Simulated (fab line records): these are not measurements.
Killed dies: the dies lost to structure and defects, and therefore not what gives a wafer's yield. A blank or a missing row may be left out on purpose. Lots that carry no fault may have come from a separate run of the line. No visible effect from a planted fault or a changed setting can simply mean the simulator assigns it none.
Split-lot experiment	flow n5-finfet	7 lots, 21 wafers read, on a route of 1938 steps

## ON THE SPLIT
At N5_BEOL_M5_ETCH_41 (etches SiCN in CH3F/O2, target depth 31.5 nm, time 56.7 s), the setting source-w was moved away from the recipe's 395 W on 6 of the 21 wafers read, by -13.2% to +9.7%. This setting was run at the recipe's value on the other wafers.

Reading taken at the split's own step.

## THE READING
rf-vpp-V, in V, at N5_BEOL_M5_ETCH_41 (etches SiCN in CH3F/O2, target depth 31.5 nm, time 56.7 s). Typical for fault-free wafers on this fab line: 296.6 V, with standard deviation 1.6 V.

wafer	tool, chamber at the split	source-w as run, W	against the recipe	rf-vpp-V, V	against lot-mates on the recipe
L076.2	rie-diel-06, 0	395	recipe	296.5	-
L076.3	rie-diel-06, 2	395	recipe	298.2	-
L076.6	rie-diel-06, 3	433.5	+9.7%	288.6	-8.8
L084.1	rie-diel-03, 3	395	recipe	296.4	-
L084.5	rie-diel-03, 1	342.7	-13.2%	310.1	+15.1
L084.6	rie-diel-03, 0	395	recipe	293.7	-
L088.1	rie-diel-06, 3	395	recipe	297.8	-
L088.4	rie-diel-06, 0	395	recipe	297.0	-
L088.5	rie-diel-06, 2	395	recipe	295.7	-
L089.2	rie-diel-04, 3	395	recipe	296.7	-
L089.5	rie-diel-04, 2	395	recipe	296.0	-
L089.6	rie-diel-04, 1	395	recipe	297.8	-
L090.3	rie-diel-03, 3	356.3	-9.8%	305.9	+10.5
L090.5	rie-diel-03, 2	356.3	-9.8%	308.6	+13.2
L090.6	rie-diel-03, 3	395	recipe	295.4	-
L093.2	rie-diel-04, 3	412.9	+4.5%	293.8	-2.3
L093.4	rie-diel-04, 0	412.9	+4.5%	289.8	-6.3
L093.5	rie-diel-04, 0	395	recipe	296.1	-
L094.2	rie-diel-04, 1	395	recipe	297.6	-
L094.4	rie-diel-04, 3	395	recipe	296.2	-
L094.6	rie-diel-04, 2	395	recipe	296.1	-

THE FIT
A straight line over all 21 wafers: rf-vpp-V changes by -1.01 V for each +1% of source-w; r = -0.97; the points scatter about the line by 1.3 V.
The same after taking each lot's own level away (the mean of its wafers on the recipe; 21 wafers): -1.1 V for each +1%; r = -0.98; scatter 1.2 V.
The reading moves by 15 V for the largest change in source-w, on that fit.
The span of the lots' own levels, 295.05 to 297.35 V, comes to 1.4 times the standard deviation stated above.
Hence the lot-to-lot level has little effect on the slope; both slopes agree.
Check: +14.7 V against its lot-mates is what the line predicts for one of the wafers moved furthest among these (-13.2%) when that wafer is left out of the fit. Against them it came out at +15.1 V.
Tool readings at the split's step, against how far the setting was moved: rf-vpp-V r = -0.97.

## ADDITIONAL SPLITS CARRIED BY THESE WAFERS
Before the reading, these wafers also passed through other splits. Each is held against what the fit with the lots' levels taken away leaves over:
other split on the same wafers	wafers away from the commonest value	r with rf-vpp-V (lot level and that fit taken away)
N5_BEOL_M3_EXPOSE_08 dose-mj	12	+0.08
N5_BEOL_M4_COAT_67 spin-rpm	6	+0.11
N5_BEOL_M4_COAT_68 spin-rpm	6	-0.21
N5_BEOL_M5_ETCH_68 bias-w	4	-0.15

## FILE'S OWN FIT
rf-vpp-V changes by -1.09 V for each +1% of source-w, r = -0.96.
